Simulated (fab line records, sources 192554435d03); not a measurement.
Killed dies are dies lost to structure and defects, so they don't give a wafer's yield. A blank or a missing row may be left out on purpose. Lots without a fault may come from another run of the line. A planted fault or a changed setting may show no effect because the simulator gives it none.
Problem report in the 8D (eight disciplines) form, filled by code | flow n5_finfet | the parts of the form that need people (team, actions taken, sign-off) are left out

1. THE PROBLEM
susceptor_temp_C at N5_BEOL_M10_PECVD_70 reads a mean of 395.23 C on 3 wafers of 2 lots; wafers without a fault read 400.00 C with a standard deviation of 0.22. That is -22 standard deviations from the usual mean.
The step: deposits SiO2 from TEOS/O2, target thk 20 nm, time 22.7 s.
First seen on wafer L674.1, day 13 14:25, on pecvd-03. The record holds 12 wafers of 4 lots with a number at this step. Rule for "out", or "out of limits": more than 4 standard deviations from the usual mean. The other wafers with a number count as sound.

2. WHAT IT IS AND WHAT IT IS NOT
question                    | is                     | is not
which readings at this step | susceptor_temp_C       | chamber_pressure_Torr, heater_power_outer_w, heater_power_w, showerhead_plenum_p_Torr, showerhead_vpp_V, throttle_valve_pct
which lots                  | L674, L677             | L667, L679
which wafers of those lots  | L674.1, L674.5, L677.6 | L674.2, L677.3, L677.4
read on which tools         | pecvd-03               | pecvd-01
when                        | from day 13 14:25      | up to then (4 sound wafers); but 5 sound wafers of L677, L679 came after

3. SUSPECTS, AND WHAT RULES EACH OUT
Counting: a tool at a process step up to the reading stays a suspect if it ran every lot that is out. Sound lots after the first of them don't rule it out here, since some wafers of a struck lot are sound.
- pecvd-03 at N5_BEOL_M10_PECVD_70 (deposits SiO2 from TEOS/O2, target thk 20 nm, time 22.7 s): kept. It ran every lot that is out, first L674 (day 13 14:25); its last sound lot up to then is L667 (day 11 12:56). Its own readings are out on those wafers: susceptor_temp_C.
- Within pecvd-03 at N5_BEOL_M10_PECVD_70: the wafers that are out ran in chamber 2; their sound lot-mates ran in chambers 0, 1.
Left after counting: pecvd-03 at N5_BEOL_M10_PECVD_70.

4. THE CAUSE (what the simulator had put in)
Process parameter drift: pecvd-03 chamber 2, from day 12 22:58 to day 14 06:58, at N5_BEOL_M10_PECVD_70. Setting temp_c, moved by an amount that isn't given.
Counting left only this tool.

5. THE CHAIN OF EFFECTS, in route order
Each row: a reading whose mean over the struck wafers that have a number lies more than 3 standard deviations from the usual. Only readings for which the record gives a usual standard deviation are gone through. hours: the time from each lot's start at the first step in this table that gives one to its start at this step, as a median over the lots. sigmas: the change in usual standard deviations.
hours | step                 | reading          | usual    | on struck wafers | change | sigmas
0     | N5_BEOL_M10_PECVD_70 | susceptor_temp_C | 400.00 C | 395.23           | -4.77  | -22
The process steps in it:
- N5_BEOL_M10_PECVD_70: deposits SiO2 from TEOS/O2, target thk 20 nm, time 22.7 s.

6. WHAT WOULD HAVE CAUGHT IT SOONER
In this record the first reading out of limits was taken at day 13 14:25, 15 hours after the fault began at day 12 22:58.
